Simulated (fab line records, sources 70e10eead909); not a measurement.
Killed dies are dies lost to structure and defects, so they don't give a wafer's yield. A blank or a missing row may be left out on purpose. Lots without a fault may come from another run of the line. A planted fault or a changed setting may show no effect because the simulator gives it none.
A struck lot beside a sound one | flow nand_harc | 15 steps out of a route of 1302
Sound: wafers L329.2, L329.4, L329.6. Struck: wafers L340.2, L340.3, L340.4. The cause comes at the end.
At each step with rows: each side's tool, then ch and its chambers, then its first start. Under that, the readings that differ: sound wafers | struck wafers | difference of the means | sigmas: that difference in standard deviations of wafers without a fault.
alike: readings whose means differ by less than 2 such deviations, and words and numbers that are the same on both sides. not compared: withheld readings, readings that some wafer has no value for, bounds like >300 that may hide the same value, and numbers for which the record gives no deviation and whose values overlap.
The two part at a step that has a row with sigmas, a row that says differs or no value, or rows on one side only. Numbers that don't overlap but have no deviation are shown without sigmas and don't part them. A reading that every wafer of one side lacks parts them only if that side has two wafers or more.

NHARC_P_GATE_DESCUM_13: chemistry O2, time 3 s.
  sound on rie_diel-07 ch 1,2, day 6 19:53; struck on rie_diel-12 ch 1,3, day 11 10:26
  alike: drypump_motor_current_A, mfc_ar_sccm, o2_flow_sccm, oes_product_au, rf_vpp_V, showerhead_plenum_p_Torr, throttle_valve_pct
  not compared: rf_hours_counter_h
then, 6 steps without rows for these wafers: NHARC_P_GATE_ETCH_14 (etches SiO2 in dHF, target depth 48.8 nm); NHARC_P_GATE_STRIP_15 (strips in SPM, time 780 s); NHARC_P_GATE_PRECLEAN_71 (cleans in SC1); NHARC_P_GATE_SRD_72; NHARC_P_GATE_OXIDE_16 (material SiO2, target thk 3 nm, ox time 392 s); NHARC_P_GATE_CVD_17 (deposits poly-Si, target thk 150 nm, time 900 s).
NHARC_P_GATE_HM_DEP_102: deposits aC, target thk 120 nm.
  sound on acl_dep-01 ch 0, day 7 10:19; struck on acl_dep-01 ch 0, day 12 02:08
  alike: throttle_valve_pct
NHARC_P_GATE_DEP_103: deposits SiON, target thk 30 nm.
  sound on pecvd-02 ch 0,2, day 7 10:53; struck on pecvd-02 ch 0,1, day 12 02:43
  alike: heater_power_w
then, 3 steps without rows for these wafers: NHARC_P_GATE_DEHYDRATE_18 (time 120 s); NHARC_P_GATE_HMDS_19 (time 30 s); NHARC_P_GATE_COAT_20 (resist thk 90 nm).
NHARC_P_GATE_SOFTBAKE_21: time 55 s.
  sound on litho_track-04 ch 0, day 7 11:00; struck on litho_track-06 ch 0, day 12 02:00
  reading                  | sound                | struck               | difference | sigmas
  heater_power_total_W (W) | 188.51 188.44 188.44 | 195.21 195.52 195.32 | +6.89      | +46
then, 2 steps without rows for these wafers: NHARC_P_GATE_EBR_22; NHARC_END_SORT_01.

WHERE THEY PART
Only at NHARC_P_GATE_SOFTBAKE_21, within this record.

WHY: what the simulator had put in
Process parameter drift: litho_track-06, from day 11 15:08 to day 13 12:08, at NHARC_P_GATE_SOFTBAKE_21. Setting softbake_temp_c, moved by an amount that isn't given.
